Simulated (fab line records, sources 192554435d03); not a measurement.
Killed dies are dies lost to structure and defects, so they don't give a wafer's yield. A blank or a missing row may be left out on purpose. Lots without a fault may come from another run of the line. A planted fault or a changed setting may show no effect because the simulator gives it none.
A struck lot beside a sound one | flow n5_finfet | 39 steps out of a route of 1938
Sound: wafers L251.2, L251.3, L251.6. Struck: wafers L245.1, L245.3, L245.4. The cause comes at the end.
At each step with rows: each side's tool, then ch and its chambers, then its first start. Under that, the readings that differ: sound wafers | struck wafers | difference of the means | sigmas: that difference in standard deviations of wafers without a fault.
alike: readings whose means differ by less than 2 such deviations, and words and numbers that are the same on both sides. not compared: withheld readings, readings that some wafer has no value for, bounds like >300 that may hide the same value, and numbers for which the record gives no deviation and whose values overlap.
The two part at a step that has a row with sigmas, a row that says differs or no value, or rows on one side only. Numbers that don't overlap but have no deviation are shown without sigmas and don't part them. A reading that every wafer of one side lacks parts them only if that side has two wafers or more.

first, 12 steps without rows for these wafers: N5_SD_EPI_N_ETCH_35 (etches SOC in N2/H2, overetch 108 nm, time 486 s); N5_SD_EPI_N_STRIP_36 (strips in N2/H2); N5_SD_EPI_N_ETCHBACK_44 (etches SiNx in CH3F/O2, stops on SiO2, target depth 14.5 nm); N5_SD_EPI_N_ETCH_45 (etches SiOCN in CH3F/O2, target depth 6 nm); N5_SD_EPI_N_ETCH_16 (etches SiO2 in CHF3/O2, target depth 5 nm); N5_SD_EPI_N_STRIP_47 (strips in CHF3/O2); N5_SD_EPI_N_SD_RECESS_17 (chemistry HBr/Cl2/O2, target depth 41 nm, time 23.7 s, bt time 3 s); N5_SD_EPI_N_STRIP_38 (strips in N2/H2); N5_SD_EPI_N_WET_ETCH_43 (etches SiO2 in dHF, time 14 s, target depth 1.5 nm); N5_SD_EPI_N_STRIP_18 (strips in SPM, time 750 s); N5_SD_EPI_N_SRD_20 (time 30 s); N5_SD_EPI_N_PRECLEAN_48 (cleans in NF3:NH3, afs cycles 2, time 20 s, sublimation time 60 s).
N5_SD_EPI_N_VAPOR_ETCH_50: etches Si in HCl, time 54 s.
  sound on epi_rpcvd-01 ch 0, day 7 20:19; struck on epi_rpcvd-02 ch 0, day 6 09:01
  reading              | sound             | struck            | difference | sigmas
  susceptor_temp_C (C) | 775.3 775.5 774.4 | 788.4 788.2 787.9 | +13.1      | +42
  alike: throttle_valve_pct
then, 24 steps without rows for these wafers: N5_SD_EPI_N_EPI_21 (deposits Si:P, time 690 s); N5_SD_EPI_N_PRECLEAN_24 (cleans in O3/DIW, time 60 s); N5_SD_EPI_N_SRD_25 (time 30 s); N5_SD_EPI_N_PRECLEAN_49 (cleans in NF3:NH3, afs cycles 1, time 20 s, sublimation time 60 s); N5_SD_EPI_N_LINER_46 (material SiNx, target thk 3 nm); N5_SD_EPI_P_COAT_34 (time 60 s, resist thk 350 nm); N5_SD_EPI_P_COAT_35 (time 60 s, resist thk 35 nm); N5_SD_EPI_P_COAT_03 (resist thk 150 nm); N5_SD_EPI_P_EBR_05; N5_SD_EPI_P_SOFTBAKE_04 (time 60 s); N5_SD_EPI_P_EXPOSE_06 (exposes mask SD P BLK, target cd 240 nm); N5_SD_EPI_P_PEB_07 (peb time 60 s); N5_SD_EPI_P_DEVELOP_08 (develop time 30 s); N5_SD_EPI_P_DESCUM_14 (chemistry O2, time 7.9 s); N5_SD_EPI_P_ETCH_36 (etches SiARC in CF4, target depth 45.5 nm, time 75.8 s); N5_SD_EPI_P_ETCH_37 (etches SOC in N2/H2, overetch 108 nm, time 486 s); N5_SD_EPI_P_STRIP_38 (strips in N2/H2); N5_SD_EPI_P_ETCHBACK_46 (etches SiNx in CH3F/O2, stops on SiO2, target depth 17.5 nm); N5_SD_EPI_P_ETCH_47 (etches SiOCN in CH3F/O2, target depth 25 nm); N5_SD_EPI_P_ETCH_16 (etches SiO2 in CHF3/O2, target depth 5 nm); N5_SD_EPI_P_STRIP_50 (strips in CHF3/O2); N5_SD_EPI_P_SD_RECESS_17 (chemistry HBr/Cl2/O2, target depth 39.1 nm, bt time 3 s); N5_SD_EPI_P_WET_ETCH_45 (etches SiO2 in dHF, time 10.7 s, target depth 2 nm, rinse time 30 s); N5_SD_EPI_P_STRIP_40 (strips in N2/H2).
-- the record jumps here: 5 days lie between the struck wafers' starts before and after (it left off in module SD_EPI_P and takes up again in module BEOL_M4, whose first step shown is number 1111 of the route) --
N5_BEOL_M4_RC_MEAS_101:
  sound on prober-02 ch 0, day 12 17:16; struck on prober-01 ch 0, day 11 07:11
  reading            | sound             | struck            | difference | sigmas
  DIBL_N (mV/V)      | 36.6 37.9 35.5    | 42.8 44.9 46.9    | +8.2       | +8
  IOFF_N (nA/um)     | 0.135 0.154 0.115 | 0.315 0.367 0.478 | +0.252     | +12
  IOFF_N_85C (nA/um) | 2.7 3.0 2.3       | 5.3 6.2 7.7       | +3.7       | +11
  IOFF_N_LIN (nA/um) | 0.063 0.069 0.054 | 0.114 0.135 0.159 | +0.074     | +9
  ION_N (uA/um)      | 669 660 644       | 714 718 728       | +62        | +7
  REXT_N (ohm.um)    | 77.8 78.0 78.0    | 67.0 67.8 66.9    | -10.7      | -7
  SS_N (mV/dec)      | 70.4 71.8 71.3    | 73.5 73.1 74.4    | +2.5       | +5
  VT_N (mV)          | 254.0 250.3 256.4 | 240.5 239.5 237.5 | -14.4      | -6
  VT_N_LVT (mV)      | 100.3 99.1 103.3  | 90.0 86.9 85.2    | -13.5      | -5
  alike: DIBL_P, IOFF_P, ION_P, SS_P, VT_P
-- the record jumps here: 4 days lie between the struck wafers' starts before and after (it left off in module BEOL_M4 and takes up again in module PASSIVATION, whose first step shown is number 1936 of the route) --
N5_PASSIVATION_PROBE_49:
  sound on prober-02, day 17 05:33; struck on prober-01, day 15 09:38
  reading                 | sound          | struck          | difference | sigmas
  sort_bin_4_leakage (%)  | 0 0 0          | 0.25 5.76 41.86 | +15.96     |
  sort_bin_5_function (%) | 6.8 5.9 6.4    | 3.9 5.7 4.8     | -1.6       | -2
  sort_bin_8_speed (%)    | 0 0 0.08       | 0 0 0           | +0         | -4
  sort_n_pass             | 1045 1042 1056 | 1081 997 589    | -159       | -11
  sort_yield_pct (%)      | 88.6 88.3 89.5 | 91.6 84.5 49.9  | -13.5      | -10
  alike: defect_limited_yield, killed_at_M0_to_M3, killed_at_M4_up, killed_at_contacts, killed_at_front_end, killed_at_other, killed_dies, killed_open, killed_short, sort_bin_6_memory

WHERE THEY PART
First at N5_SD_EPI_N_VAPOR_ETCH_50; last, within this record, at N5_PASSIVATION_PROBE_49.

WHY: what the simulator had put in
Process parameter drift: epi_rpcvd-02, from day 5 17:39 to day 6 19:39, at N5_SD_EPI_N_VAPOR_ETCH_50. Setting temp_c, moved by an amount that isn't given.
